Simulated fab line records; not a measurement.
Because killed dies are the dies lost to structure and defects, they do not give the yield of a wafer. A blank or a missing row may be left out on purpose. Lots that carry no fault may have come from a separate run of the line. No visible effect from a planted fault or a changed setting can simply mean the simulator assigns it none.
fab line records | flow n5Finfet
[record] lots = 8 | wafers = 24 | lastDay = 20
route steps=1938 shown BEOL_M4@1095 PASSIVATION@1936
lots that met no fault: from a run of the same line without faults
startH: start of the lot's first displayed wafer, in hours after the record's first day | waitH: hours elapsed since this lot's preceding step | " repeats the value in the row above | L1.1+2: a single row standing in for several wafers | - no value, or no start given | * or withheld: withheld | < > ~ a bound
route shown NAME@n: names a module that has steps shown in the file, with the first one's number in the route | usual: mean/standard deviation taken from wafers without a fault | same: alike in all rows | chamber/n: place in a boat | sites: readings site by site | _std_site: how widely they spread, as a standard deviation | _edge_site: inner sites' mean taken away from outer sites' mean | radiusMm: for every site, how far away it sits from the centre of the wafer | mask NAME#n: copy n | behind: tool/chamber where the wafer was last shaped | hold: what put the lot on hold/how long, in hours/how the hold closed | device: which transistor (n, p or np) failed to switch | end of line: tests run on the same wafers once the route is complete | a step without rows: its recipe alone | killed: dies lost to structure and defects at the first sort, not the wafer's yield | map: a wafer's dies, marking killed ones x, the rest . and places with no die _
set.NAME: the run value of the setting; set.NAME@STEP: its run value at that earlier step | model.NAME: the simulator's own value behind a step, which no gauge read
route steps across a sampled set of lots; one table per step, one row per wafer
services: a tool's chamber out of use, with start hour (startH, from the record's first day; less than 0 if before it), hours out, and reason
[[steps]]
[step N5_BEOL_M4_ANNEAL_91]
[recipe] tempC = 400 | timeS = 240 | ambient = vacuum
[usual] heaterPowerW = 789/110 | susceptorTempC = 400.01/0.24 | susceptor_temp_C_max = 401.0/0.41
[same] timeS = 240
lot.wafer | tool          | chamber | startH | waitH | heaterPowerW | susceptorTempC | susceptor_temp_C_max
L104.2    | pvdSputter-03 | -       | 222.38 | 0.0   | 619          | 399.99         | 401.0
L104.4    | "             | -       | "      | "     | 788          | 400.15         | 401.2
L104.5    | "             | -       | "      | "     | 608          | 400.11         | 401.6
L105.2    | pvdSputter-01 | -       | 246.07 | 0.0   | 880          | 399.91         | 400.5
L105.5    | "             | -       | "      | "     | 719          | 400.07         | 400.9
L105.6    | "             | -       | "      | "     | 865          | 399.84         | 400.4
L106.1    | pvdSputter-02 | -       | 264.89 | 0.0   | 859          | 399.84         | 400.4
L106.3    | "             | -       | "      | "     | 812          | 399.46         | 401.0
L106.4    | "             | -       | "      | "     | 706          | 399.77         | 400.6
L116.2    | pvdSputter-02 | -       | 332.49 | 0.0   | 804          | 400.02         | 401.5
L116.3    | "             | -       | "      | "     | 867          | 400.39         | 401.0
L116.5    | "             | -       | "      | "     | 806          | 400.12         | 401.8
L115.1    | pvdSputter-03 | -       | 336.27 | 0.0   | 1016         | 399.79         | 400.9
L115.2    | "             | -       | "      | "     | 766          | 399.93         | 400.9
L115.5    | "             | -       | "      | "     | 792          | 400.09         | 401.0
L113.2    | pvdSputter-03 | -       | 339.16 | 0.0   | 804          | 400.24         | 401.2
L113.4    | "             | -       | "      | "     | 1015         | 400.38         | 401.7
L113.6    | "             | -       | "      | "     | 780          | 400.39         | 401.8
L119.1    | pvdSputter-01 | -       | 352.30 | 0.0   | 748          | 400.05         | 400.8
L119.4    | "             | -       | "      | "     | 761          | 399.64         | 400.8
L119.6    | "             | -       | "      | "     | 708          | 399.54         | 400.7
L118.1    | pvdSputter-03 | -       | 360.31 | 0.0   | 788          | 399.47         | 400.4
L118.4    | "             | -       | "      | "     | 669          | 400.47         | 401.4
L118.6    | "             | -       | "      | "     | 1011         | 399.73         | 401.2
[step N5_BEOL_M4_ANNEAL_95]
[recipe] tempC = 400 | timeS = 240 | ambient = vacuum
[usual] heaterPowerW = 791/110 | susceptorTempC = 399.98/0.24 | susceptor_temp_C_max = 401.0/0.38
[same] timeS = 240
lot.wafer | tool          | chamber | startH | waitH | heaterPowerW | susceptorTempC | susceptor_temp_C_max
L104.2    | pvdSputter-03 | -       | 222.82 | 0.0   | 613          | 400.08         | 401.2
L104.4    | "             | -       | "      | "     | 772          | 400.33         | 401.4
L104.5    | "             | -       | "      | "     | 629          | 400.16         | 401.3
L105.2    | pvdSputter-01 | -       | 246.51 | 0.0   | 880          | 399.75         | 400.3
L105.5    | "             | -       | "      | "     | 723          | 399.90         | 400.5
L105.6    | "             | -       | "      | "     | 877          | 399.64         | 400.3
L106.1    | pvdSputter-02 | -       | 265.33 | 0.0   | 898          | 400.21         | 400.7
L106.3    | "             | -       | "      | "     | 800          | 400.34         | 401.7
L106.4    | "             | -       | "      | "     | 720          | 400.01         | 401.1
L116.2    | pvdSputter-02 | -       | 332.93 | 0.0   | 784          | 399.92         | 401.2
L116.3    | "             | -       | "      | "     | 867          | 400.17         | 401.0
L116.5    | "             | -       | "      | "     | 790          | 399.67         | 401.4
L115.1    | pvdSputter-03 | -       | 336.71 | 0.0   | 1010         | 400.12         | 401.5
L115.2    | "             | -       | "      | "     | 797          | 399.63         | 400.5
L115.5    | "             | -       | "      | "     | 781          | 399.95         | 400.7
L113.2    | pvdSputter-03 | -       | 339.60 | 0.0   | 801          | 400.01         | 401.1
L113.4    | "             | -       | "      | "     | 1044         | 400.05         | 401.7
L113.6    | "             | -       | "      | "     | 767          | 400.09         | 401.1
L119.1    | pvdSputter-01 | -       | 352.74 | 0.0   | 741          | 399.98         | 400.7
L119.4    | "             | -       | "      | "     | 771          | 399.89         | 400.9
L119.6    | "             | -       | "      | "     | 696          | 400.09         | 400.9
L118.1    | pvdSputter-03 | -       | 360.75 | 0.0   | 787          | 400.10         | 401.1
L118.4    | "             | -       | "      | "     | 702          | 400.07         | 400.9
L118.6    | "             | -       | "      | "     | 1023         | 400.38         | 401.8
[step N5_BEOL_M4_ANNEAL_51]
[recipe] tempC = 225 | timeS = 90 | ambient = N2
[usual] annealTempC = 224.99/0.16 | annealTempCMax = 226.3/0.33 | timeS = 90/0 | wafer_temp_C_max = 226.0/0.37
lot.wafer | tool         | chamber | startH | waitH | annealTempC | annealTempCMax | timeS | wafer_temp_C_max
L104.2    | rtpAnneal-02 | 0       | 223.20 | 0.1   | 224.74      | 226.2          | 90    | 225.9
L104.4    | "            | 0       | "      | "     | 224.99      | 226.5          | 90    | 226.2
L104.5    | "            | 0       | "      | "     | 224.60      | 225.6          | 90    | 226.1
L105.2    | rtpAnneal-02 | -       | 246.89 | 0.1   | -           | -              | -     | -
L105.5    | "            | -       | "      | "     | -           | -              | -     | -
L105.6    | "            | -       | "      | "     | -           | -              | -     | -
L106.1    | rtpAnneal-01 | -       | 265.67 | 0.1   | -           | -              | -     | -
L106.3    | "            | -       | "      | "     | -           | -              | -     | -
L106.4    | "            | -       | "      | "     | -           | -              | -     | -
L116.2    | rtpAnneal-02 | 0       | 333.51 | 0.3   | 225.33      | 226.6          | 90    | 226.4
L116.3    | "            | 0       | "      | "     | 225.16      | 226.6          | 90    | 226.5
L116.5    | "            | 0       | "      | "     | 225.21      | 226.5          | 90    | 226.1
L115.1    | rtpAnneal-02 | 0       | 337.67 | 0.7   | 224.93      | 226.9          | 90    | 226.4
L115.2    | "            | 0       | "      | "     | 224.92      | 226.3          | 90    | 226.2
L115.5    | "            | 0       | "      | "     | 225.05      | 226.5          | 90    | 226.5
L113.2    | rtpAnneal-02 | 0       | 339.98 | 0.1   | 224.68      | 225.7          | 90    | 226.2
L113.4    | "            | 0       | "      | "     | 224.76      | 225.9          | 90    | 226.2
L113.6    | "            | 0       | "      | "     | 224.92      | 226.6          | 90    | 226.0
L119.1    | rtpAnneal-02 | 0       | 355.09 | 2.1   | 225.11      | 226.9          | 90    | 226.6
L119.4    | "            | 0       | "      | "     | 225.00      | 226.1          | 90    | 226.3
L119.6    | "            | 0       | "      | "     | 225.38      | 227.2          | 90    | 225.9
L118.1    | rtpAnneal-02 | 0       | 362.35 | 1.3   | 225.15      | 226.5          | 90    | 226.4
L118.4    | "            | 0       | "      | "     | 225.04      | 226.4          | 90    | 226.0
L118.6    | "            | 0       | "      | "     | 224.83      | 226.5          | 90    | 226.2
[step N5_BEOL_M4_CMP_52]
[recipe] stopOn = SiOC | tOverpolishS = 6.8 | downForcePsi = 1 | platenRpm = 50 | clearingPlatenDownForcePsi = 1.5 | clearingPlatenRpm = 50 | postCmpClean = cuAlkaline | targetThkNm = 40 | clearingPlatenPadVelocityMS = 0.99484 | padVelocityMS = 0.99484
[usual] barrierFieldEndpointS = 24.6/0.56 | motorCurrentA = 6.1/0.44 | overpolishRunS = 6.801/0.0094 | platenRpm = 50.00/0.037 | slurryFilterDpKPa = 13.50/0.15 | timeToEndpointS = 61.2/2.6
lot.wafer | tool   | chamber | startH | waitH | barrierFieldEndpointS | motorCurrentA | overpolishRunS | platenRpm | slurryFilterDpKPa | timeToEndpointS
L104.2    | cmp-04 | 1       | 223.46 | 0.2   | 24.9                  | 5.8           | 6.800          | 50.00     | 13.24             | 63.8
L104.4    | "      | 3       | "      | "     | 24.9                  | 6.8           | 6.815          | 50.03     | 13.48             | 60.7
L104.5    | "      | 2       | "      | "     | 24.4                  | 6.4           | 6.801          | 50.01     | 13.55             | 58.3
L105.2    | cmp-04 | 3       | 247.18 | 0.2   | 29.0                  | 7.0           | 6.798          | 49.96     | 13.31             | 81.4
L105.5    | "      | 2       | "      | "     | 29.6                  | 6.5           | 6.793          | 50.06     | 13.33             | 81.2
L105.6    | "      | 3       | "      | "     | 29.6                  | 6.7           | 6.795          | 49.94     | 13.39             | 79.9
L106.1    | cmp-02 | 3       | 265.97 | 0.3   | 28.7                  | 5.9           | 6.807          | 49.98     | 13.61             | 80.8
L106.3    | "      | 0       | "      | "     | 29.8                  | 5.6           | 6.799          | 49.95     | 13.36             | 81.3
L106.4    | "      | 2       | "      | "     | 28.9                  | 5.9           | 6.804          | 50.02     | 13.39             | 81.3
L116.3    | cmp-04 | 3       | 333.77 | 0.2   | 25.3                  | 6.9           | 6.793          | 50.07     | 13.61             | 63.8
L116.2    | "      | 1       | "      | "     | 25.8                  | 5.8           | 6.794          | 50.05     | 13.40             | 66.3
L116.5    | "      | 0       | "      | "     | 25.2                  | 5.9           | 6.792          | 50.00     | 13.51             | 63.6
L115.1    | cmp-02 | 3       | 338.04 | 0.3   | 24.6                  | 5.8           | 6.798          | 50.04     | 13.41             | 63.3
L115.2    | "      | 0       | "      | "     | 24.9                  | 5.5           | 6.804          | 49.99     | 13.76             | 62.0
L115.5    | "      | 2       | "      | "     | 24.1                  | 5.9           | 6.796          | 50.04     | 13.56             | 58.1
L113.2    | cmp-01 | 3       | 340.27 | 0.2   | 23.0                  | 5.9           | 6.809          | 50.03     | 13.29             | 56.2
L113.4    | "      | 0       | "      | "     | 24.0                  | 6.2           | 6.793          | 50.04     | 13.51             | 60.7
L113.6    | "      | 2       | "      | "     | 24.0                  | 5.9           | 6.779          | 50.04     | 13.63             | 60.3
L119.1    | cmp-01 | 0       | 355.47 | 0.3   | 23.5                  | 6.1           | 6.798          | 50.04     | 13.45             | 57.3
L119.4    | "      | 1       | "      | "     | 24.4                  | 5.9           | 6.804          | 49.98     | 13.34             | 59.1
L119.6    | "      | 2       | "      | "     | 24.2                  | 5.5           | 6.794          | 50.01     | 13.40             | 58.8
L118.1    | cmp-01 | 1       | 362.65 | 0.3   | 24.0                  | 5.8           | 6.784          | 49.99     | 13.71             | 60.9
L118.4    | "      | 3       | "      | "     | 24.8                  | 5.8           | 6.795          | 49.92     | 13.29             | 63.0
L118.6    | "      | 1       | "      | "     | 24.4                  | 5.6           | 6.801          | 49.94     | 13.34             | 61.8
[step N5_BEOL_M4_DEP_57]
[recipe] material = SiCN | targetThkA = 80 | tempC = withheld | precursor = 3MS/NH3 | pressureTorr = 3 | rfW = 202 | timeS = 14
[usual] showerheadPlenumPTorr = 3.670/0.0088 | throttleValvePct = 9.2/0.65
[same] timeS = 14
lot.wafer | tool     | chamber | startH | waitH | showerheadPlenumPTorr | sinceWetCleanH | throttleValvePct
L104.2    | pecvd-04 | 1       | 223.96 | 0.0   | 3.688                 | 1472           | 8.5
L104.4    | "        | 1       | "      | "     | 3.690                 | -              | 8.6
L104.5    | "        | 1       | "      | "     | 3.684                 | -              | 8.4
L105.2    | pecvd-04 | 1       | 247.63 | 0.0   | 3.696                 | 1495           | 8.5
L105.5    | "        | 2       | "      | "     | 3.674                 | -              | 8.7
L105.6    | "        | 1       | "      | "     | 3.689                 | -              | 8.5
L106.1    | pecvd-03 | 0       | 266.46 | 0.0   | 3.669                 | 1152           | 10.0
L106.3    | "        | 2       | "      | "     | 3.664                 | 353            | 8.5
L106.4    | "        | 0       | "      | "     | 3.667                 | -              | 10.4
L116.2    | pecvd-02 | 1       | 334.25 | 0.0   | 3.662                 | 2126           | 9.9
L116.3    | "        | 0       | "      | "     | 3.664                 | 1401           | 9.9
L116.5    | "        | 2       | "      | "     | 3.670                 | -              | 8.3
L115.1    | pecvd-04 | 0       | 338.51 | 0.0   | 3.661                 | 861            | 9.6
L115.2    | "        | 2       | "      | "     | 3.671                 | 107            | 8.8
L115.5    | "        | 2       | "      | "     | 3.667                 | -              | 8.5
L113.2    | pecvd-03 | 0       | 340.79 | 0.0   | 3.664                 | 1226           | 9.7
L113.4    | "        | 1       | "      | "     | 3.657                 | -              | 8.8
L113.6    | "        | 0       | "      | "     | 3.667                 | -              | 9.9
L119.1    | pecvd-02 | 0       | 355.88 | 0.0   | 3.680                 | 1422           | 10.0
L119.4    | "        | 2       | "      | "     | 3.669                 | -              | 8.6
L119.6    | "        | 1       | "      | "     | 3.677                 | -              | 9.6
L118.1    | pecvd-03 | 2       | 363.15 | 0.0   | 3.676                 | 450            | 8.4
L118.4    | "        | 0       | "      | "     | 3.668                 | -              | 10.1
L118.6    | "        | 0       | "      | "     | 3.665                 | -              | 10.2
[step N5_BEOL_M4_RS_MEAS_58]
[recipe] thkMeasGauge = four-point-probe | reads = Co_of_BEOL_M4_CO_CAP_55+Cu_of_BEOL_M4_ECD_50+Co_of_BEOL_M4_CVD_47+TaN_of_BEOL_M4_ALD_84
[usual] M4_RS = 0.684/0.029
lot.wafer | tool         | chamber | startH | waitH | M4_RS[ohm/sq]
L104.2    | filmMetro-01 | -       | 224.04 | 0.1   | 0.664
L104.4    | "            | -       | "      | "     | 0.688
L104.5    | "            | -       | "      | "     | 0.640
L105.2    | filmMetro-02 | -       | 247.70 | 0.1   | 0.802
L105.5    | "            | -       | "      | "     | 0.764
L105.6    | "            | -       | "      | "     | 0.824
L106.1    | filmMetro-01 | -       | 266.52 | 0.0   | 0.755
L106.3    | "            | -       | "      | "     | 0.843
L106.4    | "            | -       | "      | "     | 0.859
L116.2    | filmMetro-02 | -       | 334.32 | 0.1   | 0.697
L116.3    | "            | -       | "      | "     | 0.686
L116.5    | "            | -       | "      | "     | 0.691
L115.1    | filmMetro-02 | -       | 338.58 | 0.0   | 0.681
L115.2    | "            | -       | "      | "     | 0.684
L115.5    | "            | -       | "      | "     | 0.703
L113.2    | filmMetro-01 | -       | 340.88 | 0.1   | 0.734
L113.4    | "            | -       | "      | "     | 0.680
L113.6    | "            | -       | "      | "     | 0.641
L119.1    | filmMetro-01 | -       | 355.95 | 0.0   | 0.675
L119.4    | "            | -       | "      | "     | 0.688
L119.6    | "            | -       | "      | "     | 0.676
L118.1    | filmMetro-02 | -       | 363.24 | 0.1   | 0.664
L118.4    | "            | -       | "      | "     | 0.647
L118.6    | "            | -       | "      | "     | 0.697
[step N5_BEOL_M4_RC_MEAS_101]
[usual] COMB_M4 = 5.8e-11/1.2e-11 | COMB_M4_max_site = 8e-11/1.8e-11 | DIBL_N = 36.3/1.2 | DIBL_P = 36.3/1.4 | IOFF_N = 0.160/0.02 | IOFF_P = 0.210/0.025 | ION_N = 675/9.5 | ION_P = 462/7 | SS_N = 71.5/0.53 | SS_P = 73.4/0.55 | VT_N = 249.5/2.6 | VT_P = -250.1/2.9
lot.wafer | tool      | chamber | startH | waitH | COMB_M4[S/m] | COMB_M4_max_site[S/m] | DIBL_N[mV/V] | DIBL_P[mV/V] | IOFF_N[nA/um] | IOFF_P[nA/um] | ION_N[uA/um] | ION_P[uA/um] | SS_N[mV/dec] | SS_P[mV/dec] | VT_N[mV] | VT_P[mV]
L104.2    | prober-02 | 0       | 224.25 | 0.2   | 6.3e-11      | 1.02e-10              | 35.1         | 36.0         | 0.153         | 0.219         | 669          | 472          | 71.1         | 73.1         | 248.4    | -247.9
L104.4    | "         | 0       | "      | "     | 7e-11        | 8.4e-11               | 35.5         | 35.5         | 0.151         | 0.206         | 672          | 463          | 71.0         | 73.2         | 249.5    | -250.1
L104.5    | "         | 0       | "      | "     | 6.5e-11      | 1.15e-10              | 36.0         | 37.3         | 0.173         | 0.240         | 684          | 472          | 70.8         | 73.6         | 247.6    | -244.8
L105.2    | prober-02 | 0       | 247.90 | 0.2   | 7.8e-11      | ~0.0014286            | 36.4         | 35.8         | 0.157         | 0.224         | 671          | 462          | 71.4         | 72.4         | 251.7    | -247.5
L105.5    | "         | 0       | "      | "     | 9e-11        | ~0.0014286            | 34.4         | 34.2         | 0.134         | 0.198         | 666          | 465          | 70.9         | 72.1         | 250.7    | -250.9
L105.6    | "         | 0       | "      | "     | ~0.0014286   | ~0.0014286            | 34.4         | 33.7         | 0.129         | 0.191         | 661          | 461          | 71.1         | 72.8         | 250.5    | -251.9
L106.1    | prober-01 | 0       | 266.57 | 0.0   | 7.9e-11      | ~0.0014286            | 37.4         | 37.5         | 0.188         | 0.264         | 683          | 474          | 71.3         | 72.9         | 245.9    | -243.1
L106.3    | "         | 0       | "      | "     | ~0.0014286   | ~0.0014286            | 38.1         | 37.9         | 0.201         | 0.283         | 684          | 473          | 71.3         | 73.1         | 244.1    | -245.8
L106.4    | "         | 0       | "      | "     | ~0.0014286   | ~0.0014286            | 38.0         | 37.0         | 0.192         | 0.258         | 691          | 472          | 71.4         | 73.5         | 246.1    | -245.2
L116.2    | prober-01 | 0       | 334.53 | 0.2   | 5.3e-11      | 7.6e-11               | 35.8         | 36.4         | 0.172         | 0.200         | 682          | 461          | 70.8         | 73.0         | 246.2    | -253.4
L116.3    | "         | 0       | "      | "     | 4.9e-11      | 8.8e-11               | 35.5         | 34.8         | 0.154         | 0.179         | 676          | 458          | 71.4         | 73.1         | 247.9    | -254.3
L116.5    | "         | 0       | "      | "     | 5.1e-11      | 7.7e-11               | 34.8         | 34.7         | 0.147         | 0.184         | 677          | 464          | 70.5         | 72.1         | 250.8    | -251.8
L115.1    | prober-01 | 0       | 338.63 | 0.0   | 4.4e-11      | 6.4e-11               | 38.0         | 38.8         | 0.173         | 0.213         | 667          | 454          | 71.4         | 73.9         | 249.4    | -251.8
L115.2    | "         | 0       | "      | "     | 6.5e-11      | 9.3e-11               | 35.9         | 35.7         | 0.131         | 0.184         | 659          | 449          | 70.8         | 73.0         | 253.3    | -254.3
L115.5    | "         | 0       | "      | "     | 4.4e-11      | 5.5e-11               | 35.7         | 35.6         | 0.134         | 0.183         | 650          | 449          | 71.6         | 72.8         | 253.9    | -253.9
L113.2    | prober-02 | 0       | 341.08 | 0.2   | 5.8e-11      | 7.9e-11               | 37.2         | 34.9         | 0.162         | 0.192         | 673          | 456          | 71.7         | 73.2         | 248.4    | -251.6
L113.4    | "         | 0       | "      | "     | 7.9e-11      | 1.08e-10              | 35.2         | 33.0         | 0.126         | 0.172         | 674          | 459          | 71.4         | 73.3         | 256.2    | -251.6
L113.6    | "         | 0       | "      | "     | 6.4e-11      | 8.4e-11               | 37.3         | 35.3         | 0.164         | 0.212         | 678          | 460          | 71.6         | 73.9         | 250.0    | -249.3
L119.1    | prober-01 | 0       | 356.00 | 0.0   | 4.6e-11      | 5.3e-11               | 33.8         | 35.9         | 0.157         | 0.187         | 675          | 459          | 70.8         | 73.3         | 248.4    | -252.7
L119.4    | "         | 0       | "      | "     | 4.1e-11      | 7.5e-11               | 35.6         | 36.3         | 0.190         | 0.194         | 668          | 452          | 71.2         | 73.7         | 248.9    | -254.3
L119.6    | "         | 0       | "      | "     | 4.6e-11      | 7e-11                 | 36.2         | 37.2         | 0.183         | 0.204         | 668          | 452          | 71.7         | 74.0         | 250.5    | -252.4
L118.1    | prober-02 | 0       | 363.29 | 0.0   | 5.9e-11      | 6.2e-11               | 35.3         | 36.4         | 0.154         | 0.208         | 679          | 472          | 71.6         | 72.7         | 247.8    | -249.9
L118.4    | "         | 0       | "      | "     | 5e-11        | 6.8e-11               | 34.8         | 34.8         | 0.143         | 0.183         | 683          | 466          | 70.8         | 72.7         | 248.7    | -250.5
L118.6    | "         | 0       | "      | "     | 5.3e-11      | 1.03e-10              | 34.6         | 35.8         | 0.151         | 0.206         | 691          | 466          | 71.3         | 72.1         | 250.1    | -247.9
// sites COMB_M4 radiusMm=0,75,75,75,75,140,140,140,140
L104.2 7.9e-11 4.4e-11 5.5e-11 5.8e-11 1.02e-10 7.8e-11 5.8e-11 6.3e-11 7.8e-11
L116.2 5.3e-11 6.7e-11 5.3e-11 6.4e-11 4.6e-11 7.6e-11 4.9e-11 7.1e-11 4.8e-11
L115.1 3.8e-11 4.4e-11 6.2e-11 4.3e-11 5.5e-11 6.4e-11 4.2e-11 4.1e-11 4.6e-11
L113.2 7.9e-11 4.2e-11 5.3e-11 5.9e-11 5e-11 5.8e-11 5.9e-11 5.1e-11 6.8e-11
L119.1 4.6e-11 5.1e-11 3.1e-11 3.9e-11 4e-11 5.1e-11 4.3e-11 5.3e-11 4.6e-11
L118.1 6.2e-11 4.6e-11 6.2e-11 6.2e-11 5.6e-11 6.1e-11 5.9e-11 5e-11 5.7e-11
[step N5_PASSIVATION_PROBE_49]
[usual] defectLimitedYield = 90.9/1.3 | killed_at_M0_to_M3 = 36/11 | killed_at_M4_up = 13/5.1 | killedAtContacts = 14/4.9 | killedAtFrontEnd = 41/10 | killedAtOther = 3.4/2.6 | killedDies = 107/16 | killedOnRim = 14/4 | killedOpen = 70/11 | killedShort = 36/7.8 | sort_bin_5_function = 5.4/0.84 | sort_bin_6_memory = 3.4/0.67 | sort_bin_8_speed = 0.00/0.0099 | sortNPass = 1073/16 | sortYieldPct = 90.9/1.3
[same] grossDies = 1180 | killedAtBackSide = 0 | sort_bin_4_leakage[%] = 0
lot.wafer | tool      | chamber | startH | waitH | defectLimitedYield[%] | killed_at_M0_to_M3 | killed_at_M4_up | killedAtContacts | killedAtFrontEnd | killedAtOther | killedDies | killedOnRim | killedOpen | killedShort | sort_bin_5_function[%] | sort_bin_6_memory[%] | sort_bin_8_speed[%] | sortNPass | sortYieldPct[%]
L104.2    | prober-01 | -       | 340.26 | 0.1   | 90.7                  | 43                 | 12              | 18               | 35               | 2             | 110        | 14          | 73         | 37          | 5.4                    | 3.6                  | 0                   | 1070      | 90.7
L104.4    | prober-01 | -       | 340.36 | 0.2   | 93.6                  | 30                 | 10              | 14               | 19               | 3             | 76         | 11          | 52         | 22          | 3.3                    | 3.1                  | 0                   | 1104      | 93.6
L104.5    | prober-01 | -       | 340.41 | 0.2   | 91.7                  | 27                 | 11              | 14               | 42               | 4             | 98         | 14          | 66         | 30          | 5.1                    | 3.1                  | 0                   | 1082      | 91.7
L105.2    | prober-01 | -       | 363.81 | 0.1   | 59.4                  | 23                 | 386             | 13               | 53               | 4             | 479        | 152         | 63         | 46          | 6.2                    | 3.1                  | 0                   | 701       | 59.4
L105.5    | prober-01 | -       | 363.96 | 0.2   | 55.1                  | 27                 | 445             | 14               | 42               | 2             | 530        | 152         | 66         | 32          | 5.1                    | 3.0                  | 0                   | 650       | 55.1
L105.6    | prober-01 | -       | 364.01 | 0.3   | 55.5                  | 23                 | 442             | 11               | 47               | 2             | 525        | 152         | 59         | 29          | 4.1                    | 3.0                  | 0                   | 655       | 55.5
L106.1    | prober-02 | -       | 369.12 | 0.0   | 54.1                  | 25                 | 453             | 27               | 36               | 1             | 542        | 152         | 61         | 30          | 4.0                    | 3.3                  | 0                   | 638       | 54.1
L106.3    | prober-02 | -       | 369.22 | 0.1   | 47.3                  | 27                 | 534             | 18               | 37               | 6             | 622        | 15          | 69         | 27          | 5.3                    | 2.6                  | 0                   | 558       | 47.3
L106.4    | prober-02 | -       | 369.27 | 0.2   | 65.6                  | 37                 | 312             | 9                | 48               | 0             | 406        | 152         | 68         | 36          | 5.3                    | 2.8                  | 0                   | 774       | 65.6
// killed by level:class
L104.2 MOL_CONTACT_COAG:geometricParticle:open=16 BEOL_M0_SAQP:geometricParticle:short=14 FIN_SAQP:geometricParticle:open=13 BEOL_M0_SAQP:geometricParticle:open=8 BEOL_M2:geometricParticle:open=8 FIN_SAQP:geometricParticle:short=5 STI_FIN_REVEAL:geometricParticle:open=5 BEOL_M1:geometricParticle:open=5
L104.4 MOL_CONTACT_COAG:geometricParticle:open=10 BEOL_M1:geometricParticle:open=8 STI_FIN_REVEAL:geometricParticle:open=7 BEOL_M3:geometricParticle:open=7 MOL_CONTACT_COAG:geometricParticle:short=4 BEOL_M0_SAQP:geometricParticle:open=4 BEOL_M2:geometricParticle:open=4 BEOL_M4:geometricParticle:open=4
L104.5 STI_FIN_REVEAL:geometricParticle:open=18 MOL_CONTACT_COAG:geometricParticle:open=11 FIN_SAQP:geometricParticle:short=7 BEOL_M0_SAQP:geometricParticle:short=6 BEOL_M1:geometricParticle:open=6 BEOL_M3:geometricParticle:open=5 DUMMY_GATE:geometricParticle:open=3 GATE_CUT:geometricParticle:short=3
L105.2 BEOL_M4:areaCmp=366 STI_FIN_REVEAL:geometricParticle:open=21 MOL_CONTACT_COAG:geometricParticle:open=10 BEOL_M4:geometricParticle:open=10 BEOL_M2:geometricParticle:short=7 FIN_SAQP:geometricParticle:short=6 GATE_CUT:geometricParticle:short=6 STI_FIN_REVEAL:geometricParticle:short=5
L105.5 BEOL_M4:areaCmp=432 BEOL_M3:geometricParticle:open=12 MOL_CONTACT_COAG:geometricParticle:open=10 FIN_SAQP:geometricParticle:open=8 FIN_SAQP:geometricParticle:short=8 DUMMY_GATE:geometricParticle:open=6 BEOL_M4:geometricParticle:open=6 STI_FIN_REVEAL:geometricParticle:open=4
L105.6 BEOL_M4:areaCmp=436 FIN_SAQP:geometricParticle:open=11 STI_FIN_REVEAL:geometricParticle:open=10 MOL_CONTACT_COAG:geometricParticle:open=10 BEOL_M3:geometricParticle:short=9 FIN_SAQP:geometricParticle:short=4 BEOL_M3:geometricParticle:open=4 BEOL_M1:geometricParticle:open=4
L106.1 BEOL_M4:areaCmp=450 MOL_CONTACT_COAG:geometricParticle:open=23 FIN_SAQP:geometricParticle:short=15 FIN_SAQP:geometricParticle:open=10 BEOL_M1:geometricParticle:open=9 BEOL_M0_SAQP:geometricParticle:open=5 MOL_CONTACT_COAG:geometricParticle:short=4 BEOL_M3:geometricParticle:open=4
L106.3 BEOL_M4:areaCmp=524 FIN_SAQP:geometricParticle:open=20 MOL_CONTACT_COAG:geometricParticle:open=15 FIN_SAQP:geometricParticle:short=6 BEOL_M2:geometricParticle:short=5 BEOL_M3:geometricParticle:open=4 BEOL_M0_SAQP:geometricParticle:short=4 BEOL_M0_SAQP:geometricParticle:open=4
L106.4 BEOL_M4:areaCmp=301 FIN_SAQP:geometricParticle:open=14 FIN_SAQP:geometricParticle:short=10 BEOL_M4:geometricParticle:open=8 BEOL_M0_SAQP:geometricParticle:open=8 MOL_CONTACT_COAG:geometricParticle:open=7 BEOL_M0_SAQP:geometricParticle:short=7 ILD0:geometricParticle:short=6
[[services]]
tool         | chamber | startH | hours | kind
cmp-02       | -       | 201.20 | 1.1   | repair
cmp-01       | -       | 203.65 | 1.3   | repair
cmp-01       | -       | 225.37 | 0.7   | repair
cmp-04       | -       | 245.63 | 0.6   | repair
pecvd-02     | 2       | 255.76 | 6.7   | repair
rtpAnneal-01 | -       | 258.67 | 1.0   | pm
cmp-04       | -       | 264.61 | 6.3   | pm
pecvd-03     | 1       | 271.19 | 2.1   | repair
cmp-04       | -       | 273.00 | 2.2   | repair
cmp-01       | -       | 275.16 | 0.4   | repair
pecvd-03     | 0       | 276.97 | 8.1   | repair
cmp-02       | -       | 289.28 | 0.3   | repair
pecvd-04     | -       | 289.99 | 14.6  | pm
cmp-04       | -       | 300.11 | 4.0   | pm
cmp-02       | -       | 301.15 | 0.9   | repair
cmp-01       | -       | 304.45 | 6.7   | pm
pecvd-04     | -       | 309.82 | 0.5   | repair
cmp-01       | -       | 312.79 | 1.2   | repair
cmp-02       | -       | 329.36 | 0.8   | repair
cmp-02       | -       | 340.27 | 8.9   | pm
cmp-01       | -       | 345.68 | 4.3   | repair
cmp-02       | -       | 351.37 | 2.5   | repair
cmp-02       | -       | 355.12 | 0.5   | repair
pecvd-04     | 2       | 358.74 | 6.5   | repair
[[key]]
[firstSign] step = N5_BEOL_M4_ANNEAL_51 | reading = toolRecord | direction = missing
[effect] step = N5_BEOL_M4_CMP_52 | reading = barrierFieldEndpointS | direction = up | sigmas = 8.3 | usual = 24.6 | struck = 29.3
[effect] step = N5_BEOL_M4_RS_MEAS_58 | reading = M4_RS | direction = up | sigmas = 4.3 | usual = 0.684 | struck = 0.808
[effect] step = N5_BEOL_M4_RC_MEAS_101 | reading = COMB_M4 | direction = up | sigmas = 99+ | usual = 5.8e-11 | struck = ~0.00071429 | wafersMoved = 5
[effect] step = N5_BEOL_M4_RC_MEAS_101 | reading = COMB_M4_max_site | direction = up | sigmas = 99+ | usual = 8e-11 | struck = ~0.0014286
[effect] step = N5_PASSIVATION_PROBE_49 | reading = killed_at_M4_up | direction = up | sigmas = 81 | usual = 13 | struck = 429
[moreKillsBornAt] N5_BEOL_M4_CMP_52@cmp-02 = 1275 | N5_BEOL_M4_CMP_52@cmp-04 = 1234
metAt N5_BEOL_M4_ANNEAL_51
struckLots L105,L106
notActingAt N5_BEOL_M4_ANNEAL_91,N5_BEOL_M4_ANNEAL_95,N5_BEOL_M4_DEP_57
onsetBetween 223.20 246.89
[fault] kind = skippedStepWhole | tool = rtpAnneal-01,rtpAnneal-02 | chamber = - | onsetH = 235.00 | steps = N5_BEOL_M4_ANNEAL_51 | scope = struckLotsOnly
